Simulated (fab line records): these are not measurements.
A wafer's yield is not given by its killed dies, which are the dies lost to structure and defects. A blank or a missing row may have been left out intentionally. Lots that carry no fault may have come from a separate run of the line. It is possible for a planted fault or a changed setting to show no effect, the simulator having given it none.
fab line records	flow n5-finfet
record lots=7	wafers=39
route steps=1938 shown SD_EPI_P@321 SD_ACTIVATION@330 HKMG_FIN@448 BEOL_M4@1024 BEOL_M6@1212 BEOL_M8@1398 BEOL_M14@1751 PASSIVATION@1915
start-h: hours from the record's opening day to when the first of the lot's shown wafers began	wait-h: hours elapsed since this lot's preceding step	" repeats the value in the row above	L1.1+2: a row that stands for several wafers	- no value, or no start was given	* or withheld: withheld	< > ~ a bound
route shown NAME@n: NAME is a module with steps in the file, n the number in the route of the first one	usual: mean/standard deviation of fault-free wafers	same: alike in all rows	chamber/n: place in a boat	sites: each site's reading	_std_site: standard deviation across them	_edge_site: mean of outer sites minus mean of inner sites	radius-mm: how far each site lies from the wafer's centre	mask NAME#n: copy n	behind: the tool/chamber that last shaped the wafer	hold: cause of the lot's hold/its duration in hours/its outcome	device: transistor that didn't switch, given as n, p or np	end of line: tests of these same wafers at the route's end	for a step that has no rows: nothing shown but its recipe	killed: dies lost to structure and defects at the first sort, not the wafer's yield	map: the dies of a wafer, with x for killed, . for not killed, _ for no die there
set.NAME: the setting as run; set.NAME@STEP: as run at that earlier step	model.NAME: the simulator's own value behind a step, which no gauge read
lots run with intentionally changed settings; tables by step, rows by wafer
## steps
# step N5_SD_EPI_P_EPI_21
# recipe material=SiGe:B	dopant=B	temp-c=550	pressure-torr=20	ambient=H2	time-s=355
lot.wafer	tool	chamber	start-h	wait-h	set.time-s	model.SiGe-B_of_SD_EPI_P_EPI_21.thk-nm
L077.1	epi-rpcvd-01	0	74.72	0.1	215.2	39.2
L077.2	"	0	"	"	355	59.4
L077.3	"	0	"	"	355	60.6
L077.4	"	0	"	"	355	60.2
L077.5+6	"	0	"	"	215.2	39
L080.1+2	epi-rpcvd-02	0	90.40	0.2	475.1	74.6
L080.3	"	0	"	"	355	61.8
L080.4	"	0	"	"	475.1	74.4
L080.5+6	"	0	"	"	355	61
L082.1	epi-rpcvd-02	0	106.94	0.1	355	61.8
L082.2	"	0	"	"	253.7	48
L082.3	"	0	"	"	253.7	47.6
L082.4	"	0	"	"	253.7	47.2
L082.5	"	0	"	"	355	61.4
L082.6	"	0	"	"	355	62.4
L084.3	epi-rpcvd-02	0	115.49	0.8	355	61.8
L084.4	"	0	"	"	355	62
L084.6	"	0	"	"	355	61.4
L088.1	epi-rpcvd-04	0	142.48	0.1	456.2	72.6
L088.2	"	0	"	"	456.2	73
L088.3+4	"	0	"	"	355	61.2
L088.5	"	0	"	"	355	60.8
L088.6	"	0	"	"	456.2	72.2
L089.1	epi-rpcvd-04	0	146.79	0.2	489.1	74.4
L089.2	"	0	"	"	355	60.6
L089.3	"	0	"	"	489.1	74
L089.4	"	0	"	"	355	60.2
L089.5	"	0	"	"	355	60
L089.6	"	0	"	"	489.1	73.8
L095.1	epi-rpcvd-02	0	186.34	0.1	355	60.8
L095.2	"	0	"	"	541.2	80.6
L095.3	"	0	"	"	541.2	81.2
L095.4+5	"	0	"	"	355	61.4
L095.6	"	0	"	"	541.2	82
# step N5_SD_EPI_P_EPI_MEAS_23
# recipe mode=xrd
# usual thk-nm=61.3/1.4
lot.wafer	tool	chamber	start-h	wait-h	set.time-s@SD_EPI_P_EPI_21	thk-nm
L077.1	film-metro-01	-	76.93	1.9	215.2	38.9
L077.2	"	-	"	"	355	60.3
L077.3	"	-	"	"	355	60.0
L077.4	"	-	"	"	355	58.5
L077.5	"	-	"	"	215.2	39.5
L077.6	"	-	"	"	215.2	37.9
L080.1	film-metro-01	-	93.32	2.4	475.1	73.3
L080.2	"	-	"	"	475.1	74.0
L080.3	"	-	"	"	355	62.4
L080.4	"	-	"	"	475.1	73.5
L080.5	"	-	"	"	355	62.8
L080.6	"	-	"	"	355	62.5
L082.1	film-metro-01	-	109.14	1.8	355	59.6
L082.2	"	-	"	"	253.7	50.2
L082.3	"	-	"	"	253.7	48.2
L082.4	"	-	"	"	253.7	46.6
L082.5	"	-	"	"	355	62.9
L082.6	"	-	"	"	355	62.7
L084.3	film-metro-02	-	116.97	1.1	355	61.8
L084.4	"	-	"	"	355	63.9
L084.6	"	-	"	"	355	62.6
L088.1	film-metro-01	-	145.40	2.4	456.2	71.5
L088.2	"	-	"	"	456.2	73.7
L088.3	"	-	"	"	355	62.0
L088.4	"	-	"	"	355	61.8
L088.5	"	-	"	"	355	60.7
L088.6	"	-	"	"	456.2	71.0
L089.1	film-metro-02	-	149.70	2.4	489.1	76.0
L089.2	"	-	"	"	355	58.5
L089.3	"	-	"	"	489.1	72.6
L089.4	"	-	"	"	355	60.1
L089.5	"	-	"	"	355	59.9
L089.6	"	-	"	"	489.1	73.4
L095.1	film-metro-02	-	188.53	1.8	355	59.0
L095.2	"	-	"	"	541.2	81.3
L095.3	"	-	"	"	541.2	82.1
L095.4	"	-	"	"	355	60.7
L095.5	"	-	"	"	355	61.1
L095.6	"	-	"	"	541.2	82.4
# step N5_SD_EPI_P_HM_STRIP_48
# recipe chemistry=H3PO4	temp-c=160	material=SiNx	target=SiNx	target-depth-a=30	overetch-fraction=0.3
# step N5_SD_EPI_P_SRD_49
# recipe dry=ipa-marangoni	time-s=30	temp-c=23	rinse-liquid=diw
# step N5_SD_ACTIVATION_RTA_00
# recipe temp-c=975	time-s=0	ambient=N2	idle-temp-c=600	ramp-up-c-per-s=150	ramp-down-c-per-s=60	cool-to-c=600
# step N5_SD_ACTIVATION_LSA_01
# recipe temp-c=1080	time-s=0.0008	ambient=N2
# step N5_SD_ACTIVATION_RS_MEAS_03
# recipe thk-meas-gauge=four-point-probe
# usual RS_SD_N=21.8/0.31	RS_SD_P=55.8/0.94
lot.wafer	tool	chamber	start-h	wait-h	set.time-s@SD_EPI_P_EPI_21	RS_SD_N[ohm/sq]	RS_SD_P[ohm/sq]
L077.1	film-metro-02	-	77.59	0.2	215.2	22.3	85.7
L077.2	"	-	"	"	355	22.2	56.9
L077.3	"	-	"	"	355	21.9	55.6
L077.4	"	-	"	"	355	21.8	55.9
L077.5	"	-	"	"	215.2	21.9	86.8
L077.6	"	-	"	"	215.2	22.1	86.2
L080.1	film-metro-01	-	93.92	0.2	475.1	21.8	45.8
L080.2	"	-	"	"	475.1	21.5	45.3
L080.3	"	-	"	"	355	21.5	55.5
L080.4	"	-	"	"	475.1	21.4	45.8
L080.5	"	-	"	"	355	21.3	55.5
L080.6	"	-	"	"	355	21.4	56.2
L082.1	film-metro-01	-	109.76	0.2	355	21.6	54.4
L082.2	"	-	"	"	253.7	21.5	70.2
L082.3	"	-	"	"	253.7	21.8	70.7
L082.4	"	-	"	"	253.7	21.4	71.2
L082.5	"	-	"	"	355	21.6	54.1
L082.6	"	-	"	"	355	21.6	54.0
L084.3	film-metro-01	-	117.61	0.2	355	21.9	54.6
L084.4	"	-	"	"	355	21.8	54.0
L084.6	"	-	"	"	355	21.2	54.9
L088.1	film-metro-01	-	146.01	0.2	456.2	21.4	48.1
L088.2	"	-	"	"	456.2	21.3	47.5
L088.3	"	-	"	"	355	21.4	56.4
L088.4	"	-	"	"	355	21.2	56.7
L088.5	"	-	"	"	355	21.4	57.2
L088.6	"	-	"	"	456.2	21.3	47.8
L089.1	film-metro-02	-	150.50	0.2	489.1	22.0	45.6
L089.2	"	-	"	"	355	22.0	56.2
L089.3	"	-	"	"	489.1	22.1	45.7
L089.4	"	-	"	"	355	22.0	56.3
L089.5	"	-	"	"	355	21.5	56.6
L089.6	"	-	"	"	489.1	21.6	45.8
L095.1	film-metro-01	-	189.27	0.2	355	21.5	56.5
L095.2	"	-	"	"	541.2	21.8	42.6
L095.3	"	-	"	"	541.2	22.4	42.0
L095.4	"	-	"	"	355	21.7	55.6
L095.5	"	-	"	"	355	22.3	55.7
L095.6	"	-	"	"	541.2	21.9	41.9
# step N5_HKMG_FIN_NWFM_ALD_20
# recipe material=TiAlC	target-thk-a=20	temp-c=300	ald-precursor-family=TiCl4	ald-co-reactant=TEA	pulse-time-s=3	purge-time-s=2	co-reactant-purge-time-s=2	co-reactant-pulse-time-s=10	ald-cycles=7	pressure-torr=3
lot.wafer	tool	chamber	start-h	wait-h	set.ald-cycles	model.TiAlC_of_HKMG_FIN_NWFM_ALD_20.thk-nm
L077.1+2+3+4+5+6	ald-metal-03	1,3,2,0,2,1	95.87	0.3	7	2
L080.1+2+3	ald-metal-02	1,2,0	112.38	0.3	7	2
L080.4+5+6	"	3,0,1	"	"	9	2.6
L082.1+2+3+4+5+6	ald-metal-03	0,1,3,2,0,3	133.64	0.3	7	2
L084.3+4+6	ald-metal-02	3,0,1	145.01	0.1	7	2
L088.1+2+4	ald-metal-03	2,1,3	164.40	0.3	7	2
L088.3+5+6	"	0,3,2	"	"	3	0.8
L089.1+4+6	ald-metal-04	3,1,0	169.43	0.3	10	2.8
L089.2+3+5	"	0,2,1	"	"	7	2
L095.1+2+5	ald-metal-04	3,2,2	208.32	0.3	9	2.6
L095.3+4+6	"	1,3,1	"	"	7	2
# step N5_BEOL_M4_HM_DEP_02
# recipe material=TiN	target-thk-a=200	temp-c=25	chamber-pressure-pa=0.49996
lot.wafer	tool	chamber	start-h	wait-h	set.target-thk-a	model.TiN_of_BEOL_M4_HM_DEP_02.thk-nm
L077.1	pvd-sputter-02	-	186.97	5.7	200	20
L077.2	"	-	"	"	200	19.8
L077.3	"	-	"	"	200	19.6
L077.4	"	-	"	"	235.9	23.6
L077.5+6	"	-	"	"	235.9	23.4
L080.1+4	pvd-sputter-03	-	200.64	2.2	200	19.8
L080.2+3	"	-	"	"	147	14.6
L080.5	"	-	"	"	147	14.4
L080.6	"	-	"	"	200	20
L082.1	pvd-sputter-02	-	212.97	0.4	154.4	15.2
L082.2+5+6	"	-	"	"	200	20
L082.3+4	"	-	"	"	154.4	15.4
L084.3	pvd-sputter-02	-	242.20	1.7	200	19.8
L084.4	"	-	"	"	200	19.4
L084.6	"	-	"	"	200	19.6
L088.1	pvd-sputter-01	-	249.05	0.1	200	20.2
L088.2	"	-	"	"	166.5	16.8
L088.3	"	-	"	"	200	19.8
L088.4+6	"	-	"	"	166.5	16.6
L088.5	"	-	"	"	200	20
L089.1	pvd-sputter-02	-	261.49	3.1	135.4	13.4
L089.2	"	-	"	"	135.4	13.8
L089.3+5	"	-	"	"	200	20
L089.4	"	-	"	"	200	20.2
L089.6	"	-	"	"	135.4	13.2
L095.1+4	pvd-sputter-01	-	295.95	0.0	168.7	16.6
L095.2+3	"	-	"	"	200	19.8
L095.5	"	-	"	"	200	19.6
L095.6	"	-	"	"	168.7	16.8
# step N5_BEOL_M4_COAT_61
# recipe resist=SOC	temp-c=250	time-s=60	spin-rpm=1500	resist-thk-nm=60
# step N5_BEOL_M4_COAT_62
# recipe resist=SiARC	temp-c=220	time-s=60	spin-rpm=1500	resist-thk-nm=12
# step N5_BEOL_M4_STRIP_75
# recipe chemistry=N2/H2	temp-c=40	n2-flow-sccm=200	h2-flow-sccm=200	rf-frequency-hz=6e+07
# step N5_BEOL_M4_STRIP_66
# recipe chemistry=CF4	resist=SiARC	power-w=300	bias-power-w=75	pressure-mtorr=50	cf4-flow-sccm=150	rf-frequency-hz=6e+07
# step N5_BEOL_M4_HM_OPEN_17
# recipe chemistry=Cl2/BCl3	target-depth-a=200	overetch-a=60	target=TiN	mask-material=SOC	ion-energy-ev=150	pressure-mtorr=10	icp-w=1000	bias-w=126	Cl2_flow_sccm=53.25	bcl3-flow-sccm=21.75	Ar_flow_sccm=25
lot.wafer	tool	chamber	start-h	wait-h	set.target-thk-a@BEOL_M4_HM_DEP_02	model.etch.depth-nm
L077.1	rie-metal-02	0	187.89	0.0	200	19.92
L077.2	"	1	"	"	200	19.84
L077.3	"	1	"	"	200	19.61
L077.4	"	0	"	"	235.9	23.59
L077.5	"	1	"	"	235.9	23.32
L077.6	"	0	"	"	235.9	23.39
L080.1	rie-metal-01	1	201.41	0.0	200	19.89
L080.2	"	0	"	"	147	14.55
L080.3	"	1	"	"	147	14.59
L080.4	"	0	"	"	200	19.72
L080.5	"	0	"	"	147	14.49
L080.6	"	1	"	"	200	20.01
L082.1	rie-metal-03	0	213.87	0.0	154.4	15.15
L082.2	"	1	"	"	200	20.01
L082.3	"	0	"	"	154.4	15.33
L082.4	"	1	"	"	154.4	15.48
L082.5	"	0	"	"	200	19.92
L082.6	"	1	"	"	200	20
L084.3	rie-metal-03	0	243.43	0.1	200	19.78
L084.4	"	1	"	"	200	19.4
L084.6	"	1	"	"	200	19.54
L088.1	rie-metal-03	1	249.96	0.0	200	20.15
L088.2	"	0	"	"	166.5	16.79
L088.3	"	1	"	"	200	19.89
L088.4	"	0	"	"	166.5	16.68
L088.5	"	1	"	"	200	20.05
L088.6	"	0	"	"	166.5	16.69
L089.1	rie-metal-03	1	262.51	0.0	135.4	13.39
L089.2	"	0	"	"	135.4	13.9
L089.3	"	1	"	"	200	19.93
L089.4	"	0	"	"	200	20.16
L089.5	"	1	"	"	200	19.99
L089.6	"	0	"	"	135.4	13.25
L095.1	rie-metal-03	1	296.72	0.0	168.7	16.66
L095.2+3	"	0	"	"	200	19.83
L095.4	"	1	"	"	168.7	16.64
L095.5	"	1	"	"	200	19.64
L095.6	"	0	"	"	168.7	16.77
# step N5_BEOL_M6_ETCH_62
# recipe chemistry=N2/H2	target=SOC	target-depth-a=1100	overetch-a=220	mask-material=SiARC	temp-c=40	time-s=165	ion-energy-ev=200	pressure-mtorr=30	source-w=840	bias-w=150	n2-flow-sccm=200	h2-flow-sccm=200
lot.wafer	tool	chamber	start-h	wait-h	set.time-s	model.SiARC_of_BEOL_M6_COAT_60.thk-nm
L077.1+4	rie-diel-01	0	213.95	0.0	125.6	30.2
L077.2+5+6	"	1,3,1	"	"	165	28.4
L077.3	"	3	"	"	125.6	30
L080.1+3	rie-diel-05	3,1	224.91	0.0	92.72	31.6
L080.2	"	2	"	"	165	28.4
L080.4	"	0	"	"	92.72	31.4
L080.5	"	3	"	"	165	28.8
L080.6	"	0	"	"	165	28.6
L082.1	rie-diel-01	0	243.52	0.0	233.4	25.2
L082.2	"	2	"	"	233.4	25.6
L082.3+5	"	1,3	"	"	165	28.2
L082.4	"	3	"	"	233.4	25.4
L082.6	"	0	"	"	165	28
L084.3+4+6	rie-diel-05	1,3,0	269.50	0.0	165	28.6
L088.1	rie-diel-01	3	285.27	0.0	165	28
L088.2	"	2	"	"	165	28.4
L088.3+4+5+6	"	0,1,1,0	"	"	165	28.2
L089.1	rie-diel-05	3	296.48	0.0	139.8	29.8
L089.2+5	"	1	"	"	139.8	29.6
L089.3+4	"	0,3	"	"	165	28.6
L089.6	"	0	"	"	165	28.4
L095.1	rie-diel-04	3	319.54	0.0	165	28
L095.2	"	1	"	"	234.9	25.6
L095.3	"	2	"	"	234.9	25.8
L095.4	"	0	"	"	234.9	25.2
L095.5	"	1	"	"	165	28.6
L095.6	"	2	"	"	165	28.8
# step N5_BEOL_M6_STRIP_68
# recipe chemistry=N2/H2	temp-c=40	n2-flow-sccm=200	h2-flow-sccm=200	rf-frequency-hz=6e+07
# step N5_BEOL_M6_STRIP_67
# recipe chemistry=CF4	resist=SiARC	power-w=300	bias-power-w=75	pressure-mtorr=50	cf4-flow-sccm=150	rf-frequency-hz=6e+07
# step N5_BEOL_M6_HM_OPEN_17
# recipe chemistry=Cl2/BCl3	target-depth-a=200	overetch-a=60	target=TiN	mask-material=SOC	ion-energy-ev=150	pressure-mtorr=10	icp-w=1000	bias-w=126	Cl2_flow_sccm=53.25	bcl3-flow-sccm=21.75	Ar_flow_sccm=25
lot.wafer	tool	chamber	start-h	wait-h	set.time-s@BEOL_M6_ETCH_62	model.etch.depth-nm
L077.1	rie-metal-01	1	214.14	0.0	125.6	20.46
L077.2	"	0	"	"	165	20.21
L077.3	"	1	"	"	125.6	20.04
L077.4	"	0	"	"	125.6	20.07
L077.5	"	1	"	"	165	20.26
L077.6	"	0	"	"	165	20.11
L080.1	rie-metal-03	0	225.10	0.0	92.72	19.79
L080.2	"	1	"	"	165	20.36
L080.3	"	1	"	"	92.72	20.11
L080.4	"	0	"	"	92.72	19.89
L080.5	"	1	"	"	165	19.85
L080.6	"	0	"	"	165	19.95
L082.1	rie-metal-03	0	243.71	0.0	233.4	13.21
L082.2	"	1	"	"	233.4	13.42
L082.3+5	"	0,1	"	"	165	19.82
L082.4	"	1	"	"	233.4	13.15
L082.6	"	0	"	"	165	19.85
L084.3	rie-metal-01	0	269.72	0.1	165	20.05
L084.4	"	1	"	"	165	19.74
L084.6	"	1	"	"	165	19.77
L088.1	rie-metal-03	0	285.46	0.0	165	20.11
L088.2+4	"	1,0	"	"	165	19.89
L088.3	"	1	"	"	165	19.96
L088.5	"	0	"	"	165	20.02
L088.6	"	1	"	"	165	20.05
L089.1	rie-metal-02	0	296.67	0.0	139.8	19.92
L089.2	"	1	"	"	139.8	19.82
L089.3	"	1	"	"	165	20.18
L089.4	"	0	"	"	165	19.95
L089.5	"	0	"	"	139.8	19.88
L089.6	"	1	"	"	165	19.76
L095.1	rie-metal-03	1	319.73	0.0	165	19.36
L095.2	"	0	"	"	234.9	12.93
L095.3	"	1	"	"	234.9	12.85
L095.4	"	0	"	"	234.9	12.47
L095.5	"	1	"	"	165	19.53
L095.6	"	0	"	"	165	19.39
# step N5_BEOL_M8_DEP_56
# recipe material=SiCN	target-thk-a=100	temp-c=withheld	precursor=3MS/NH3	pressure-torr=3	rf-w=202	time-s=17.5
lot.wafer	tool	chamber	start-h	wait-h	set.time-s	model.SiCN_of_BEOL_M8_DEP_56.thk-nm
L077.1	pecvd-02	2	234.66	0.0	17.5	9.8
L077.2	"	0	"	"	17.5	10.2
L077.3+5+6	"	1,2,0	"	"	17.5	10
L077.4	"	1	"	"	17.5	10.4
L080.1+3	pecvd-02	1,0	248.80	0.0	11.73	6.8
L080.2+6	"	2	"	"	17.5	10
L080.4	"	0	"	"	17.5	10.2
L080.5	"	1	"	"	11.73	7
L082.1	pecvd-04	2	265.28	0.0	17.5	9.6
L082.2	"	0	"	"	17.5	10
L082.3	"	1	"	"	12.68	6.8
L082.4	"	2	"	"	12.68	7.2
L082.5	"	0	"	"	17.5	9.8
L082.6	"	1	"	"	12.68	7
L084.3+4	pecvd-01	1	294.32	0.0	17.5	10
L084.6	"	2	"	"	17.5	10.2
L088.1+2+4+5	pecvd-01	0,2,0,2	303.18	0.0	17.5	10
L088.3+6	"	1	"	"	17.5	9.8
L089.1	pecvd-04	0	317.48	0.0	17.5	10
L089.2	"	1	"	"	17.5	9.8
L089.3	"	2	"	"	21.43	12
L089.4	"	0	"	"	17.5	10.2
L089.5	"	1	"	"	21.43	12.2
L089.6	"	2	"	"	21.43	12.4
L095.1+2	pecvd-01	0,1	345.45	0.0	17.5	9.8
L095.3	"	2	"	"	21.46	12
L095.4+5	"	2,1	"	"	21.46	12.2
L095.6	"	0	"	"	17.5	10
# step N5_BEOL_M14_ETCH_68
# recipe chemistry=N2/H2	target=SOC	mask-material=SiARC	source-w=3000	bias-w=350	temp-c=40	time-s=450	ion-energy-ev=200	pressure-mtorr=30	n2-flow-sccm=200	h2-flow-sccm=200
lot.wafer	tool	chamber	start-h	wait-h	set.time-s	model.SiARC_of_BEOL_M14_COAT_66.thk-nm
L077.1+3	rie-diel-01	0,2	272.22	0.1	551.7	53.8
L077.2+4	"	3,1	"	"	450	65
L077.5	"	1	"	"	551.7	54.4
L077.6	"	0	"	"	450	64.4
L080.1	rie-diel-05	0	289.54	0.1	574	53
L080.2	"	2	"	"	450	66
L080.3	"	3	"	"	450	65.2
L080.4	"	1	"	"	574	53.8
L080.5	"	2	"	"	574	53.6
L080.6	"	1	"	"	450	65.8
L082.1+5	rie-diel-04	3	306.46	0.1	450	64.4
L082.2+6	"	2	"	"	450	65.2
L082.3	"	1	"	"	450	65.8
L082.4	"	1	"	"	450	66
L084.3+6	rie-diel-01	0,3	335.31	0.1	450	64.8
L084.4	"	3	"	"	450	65
L088.1	rie-diel-05	1	339.64	0.1	450	65.2
L088.2	"	2	"	"	450	64.6
L088.3+5	"	0	"	"	529.9	58.4
L088.4	"	1	"	"	450	64.8
L088.6	"	2	"	"	529.9	56.8
L089.1	rie-diel-01	2	353.20	0.1	450	65.2
L089.2	"	1	"	"	599.1	50.4
L089.3	"	3	"	"	599.1	50.2
L089.4	"	0	"	"	450	65
L089.5	"	0	"	"	599.1	50
L089.6	"	1	"	"	450	65.4
L095.1	rie-diel-04	3	389.71	0.1	450	65
L095.2	"	2	"	"	450	65.2
L095.3	"	1	"	"	284.7	82.6
L095.4	"	0	"	"	284.7	81
L095.5	"	3	"	"	450	64.6
L095.6	"	2	"	"	284.7	81.8
# step N5_BEOL_M14_DEP_53
# recipe material=SiCN	target-thk-a=500	temp-c=withheld	precursor=3MS/NH3	pressure-torr=3	rf-w=675	time-s=17.8
lot.wafer	tool	chamber	start-h	wait-h	set.time-s	model.SiCN_of_BEOL_M14_DEP_53.thk-nm
L077.1+3	pecvd-02	1,2	275.55	0.0	17.8	49.2
L077.2	"	0	"	"	14.59	40
L077.4	"	2	"	"	14.59	41.2
L077.5	"	0	"	"	14.59	40.8
L077.6	"	1	"	"	17.8	50
L080.1	pecvd-01	0	295.99	0.0	17.8	50.8
L080.2	"	1	"	"	17.8	50
L080.3	"	2	"	"	7.763	22
L080.4	"	1	"	"	7.763	22.8
L080.5	"	2	"	"	7.763	22.4
L080.6	"	0	"	"	17.8	51.2
L082.1+6	pecvd-01	1	309.68	0.0	7.32	20.8
L082.2	"	2	"	"	17.8	49.4
L082.3	"	0	"	"	17.8	50
L082.4	"	2	"	"	7.32	21.8
L082.5	"	0	"	"	17.8	51
L084.3	pecvd-03	1	342.94	0.0	17.8	49
L084.4	"	0	"	"	17.8	50.2
L084.6	"	2	"	"	17.8	50
L088.1	pecvd-01	0	345.97	0.0	17.8	49.8
L088.2	"	1	"	"	27.91	75.8
L088.3	"	2	"	"	17.8	49.4
L088.4+5	"	1,2	"	"	27.91	77.8
L088.6	"	0	"	"	17.8	50.4
L089.1	pecvd-03	0	356.02	0.0	17.8	49.8
L089.2	"	2	"	"	9.756	27.2
L089.3	"	1	"	"	17.8	49.2
L089.4+5	"	2,0	"	"	9.756	28
L089.6	"	1	"	"	17.8	50.2
L095.1	pecvd-02	0	392.13	0.0	17.8	50.2
L095.2	"	2	"	"	17.8	49.6
L095.3	"	1	"	"	17.8	50
L095.4+6	"	1,2	"	"	17.8	50.4
L095.5	"	0	"	"	17.8	50.6
# step N5_PASSIVATION_PECVD_53
# recipe material=SiO2	target-thk-a=8000	temp-c=400	precursor=TEOS/O2	pressure-torr=6.5	rf-w=withheld	teos-flow-sccm=withheld	gas=O2	flow-sccm=2650	time-s=169.4
lot.wafer	tool	chamber	start-h	wait-h	set.time-s	model.SiO2_of_PASSIVATION_PECVD_53.thk-nm
L077.1	pecvd-03	0	293.76	0.0	169.4	772.2
L077.2	"	1	"	"	169.4	789.2
L077.3	"	2	"	"	210	967.2
L077.4	"	0	"	"	210	972
L077.5	"	2	"	"	169.4	797.2
L077.6	"	1	"	"	210	989.8
L080.1	pecvd-03	0	312.95	0.0	169.4	780.8
L080.2	"	1	"	"	169.4	792.4
L080.3	"	2	"	"	169.4	801.4
L080.4	"	0	"	"	209.3	990.8
L080.5	"	2	"	"	209.3	991.8
L080.6	"	1	"	"	209.3	1008
L082.1	pecvd-03	0	328.63	0.0	169.4	779.8
L082.2	"	1	"	"	217.7	1020
L082.3	"	2	"	"	169.4	793
L082.4	"	0	"	"	217.7	1016
L082.5	"	1	"	"	169.4	808.2
L082.6	"	2	"	"	217.7	1032
L084.3	pecvd-01	1	364.95	0.0	169.4	797.8
L084.4	"	1	"	"	169.4	823.8
L084.6	"	2	"	"	169.4	811.8
L088.1	pecvd-04	0	366.36	0.0	121.5	573
L088.2	"	2	"	"	169.4	785.6
L088.3	"	0	"	"	169.4	803
L088.4	"	2	"	"	169.4	791.6
L088.5	"	2	"	"	121.5	566
L088.6	"	0	"	"	121.5	574.8
L089.1	pecvd-03	2	376.08	0.0	169.4	803.6
L089.2	"	0	"	"	169.4	788
L089.3	"	1	"	"	169.4	804.8
L089.4	"	2	"	"	169.4	809.4
L089.5	"	1	"	"	169.4	832.2
L089.6	"	0	"	"	169.4	799.6
L095.1	pecvd-04	0	411.15	0.0	169.4	789.8
L095.2	"	2	"	"	169.4	794
L095.3	"	1	"	"	169.4	783.8
L095.4	"	1	"	"	169.4	796.6
L095.5	"	0	"	"	169.4	807
L095.6	"	2	"	"	169.4	798.4
## key
split step=N5_SD_EPI_P_EPI_21	setting=time-s	stated=355	by=wafer
response step=N5_SD_EPI_P_EPI_21	reading=model.SiGe-B_of_SD_EPI_P_EPI_21.thk-nm	change=+0.422	per=1%	r=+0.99
response step=N5_SD_EPI_P_EPI_MEAS_23	reading=thk-nm	change=*	per=1%	r=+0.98
response step=N5_SD_ACTIVATION_RS_MEAS_03	reading=RS_SD_P	shape=bent	at-lowest=86.2	at-stated=55.7	at-highest=42.2
split step=N5_HKMG_FIN_NWFM_ALD_20	setting=ald-cycles	stated=7	by=wafer
response step=N5_HKMG_FIN_NWFM_ALD_20	reading=model.TiAlC_of_HKMG_FIN_NWFM_ALD_20.thk-nm	change=+0.0204	per=1%	r=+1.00
split step=N5_BEOL_M4_HM_DEP_02	setting=target-thk-a	stated=200	by=wafer
response step=N5_BEOL_M4_HM_DEP_02	reading=model.TiN_of_BEOL_M4_HM_DEP_02.thk-nm	change=+0.203	per=1%	r=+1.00
response step=N5_BEOL_M4_HM_OPEN_17	reading=model.etch.depth-nm	change=+0.201	per=1%	r=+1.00
split step=N5_BEOL_M6_ETCH_62	setting=time-s	stated=165	by=wafer
response step=N5_BEOL_M6_ETCH_62	reading=model.SiARC_of_BEOL_M6_COAT_60.thk-nm	change=-0.0681	per=1%	r=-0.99
response step=N5_BEOL_M6_HM_OPEN_17	reading=model.etch.depth-nm	shape=bent	at-lowest=19.93	at-stated=19.91	at-highest=12.75
split step=N5_BEOL_M8_DEP_56	setting=time-s	stated=17.5	by=wafer
response step=N5_BEOL_M8_DEP_56	reading=model.SiCN_of_BEOL_M8_DEP_56.thk-nm	change=+0.099	per=1%	r=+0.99
split step=N5_BEOL_M14_ETCH_68	setting=time-s	stated=450	by=wafer
response step=N5_BEOL_M14_ETCH_68	reading=model.SiARC_of_BEOL_M14_COAT_66.thk-nm	change=-0.452	per=1%	r=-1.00
split step=N5_BEOL_M14_DEP_53	setting=time-s	stated=17.8	by=wafer
response step=N5_BEOL_M14_DEP_53	reading=model.SiCN_of_BEOL_M14_DEP_53.thk-nm	change=+0.49	per=1%	r=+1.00
split step=N5_PASSIVATION_PECVD_53	setting=time-s	stated=169.4	by=wafer
response step=N5_PASSIVATION_PECVD_53	reading=model.SiO2_of_PASSIVATION_PECVD_53.thk-nm	change=+8.1	per=1%	r=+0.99
